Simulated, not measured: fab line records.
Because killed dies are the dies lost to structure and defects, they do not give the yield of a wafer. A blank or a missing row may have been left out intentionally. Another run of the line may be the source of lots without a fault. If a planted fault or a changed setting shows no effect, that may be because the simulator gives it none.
Matching of chambers    flow n5 finfet    N5_HKMG_FIN_STRIP_89 on rie diel-03: 4 sister chambers
The step strips SOC in N2/H2, time 20 s. 4 wafers are shown with their chamber, then 9 later ones without.

## WAFERS, EACH WITH ITS CHAMBER
wafer   chamber  drypump motor current A (A)
L087.5  1        5.8
L089.1  0        5.0
L089.3  3        4.8
L089.5  2        5.2

## WAFERS WHOSE CHAMBER IS MISSING
wafer   drypump motor current A (A)
L090.1  4.9
L090.2  5.2
L090.4  5.0
L096.3  5.0
L096.5  5.8
L096.6  5.3
L097.1  4.9
L097.3  5.3
L097.5  5.0

## CHAMBER TAKEN BY EACH
wafer   from the rows above      in truth
L090.1  can't be placed: 0 or 3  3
L090.2  2                        2
L090.4  0                        0
L096.3  0                        0
L096.5  1                        1
L096.6  2                        2
L097.1  can't be placed: 0 or 3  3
L097.3  2                        2
L097.5  0                        0
Correct placement for 7 of the 9. Can't be placed from these rows: 2 (the true chamber is among the candidates in 2). Placed wrongly: 0.
How it was worked out, from the rows above alone: a wafer's distance from a chamber is the root of the sum, over the readings, of the square of ((its reading less the chamber's mean) divided by the reading's scatter). If the next closest chamber is less than 2 further off than the closest, the wafer can't be placed; otherwise it belongs to the closest. The mean given for a chamber averages the wafers shown for that chamber. The scatter: with one shown wafer a chamber, the root of the mean of the squares of how far each hidden wafer lies from its nearest shown one.
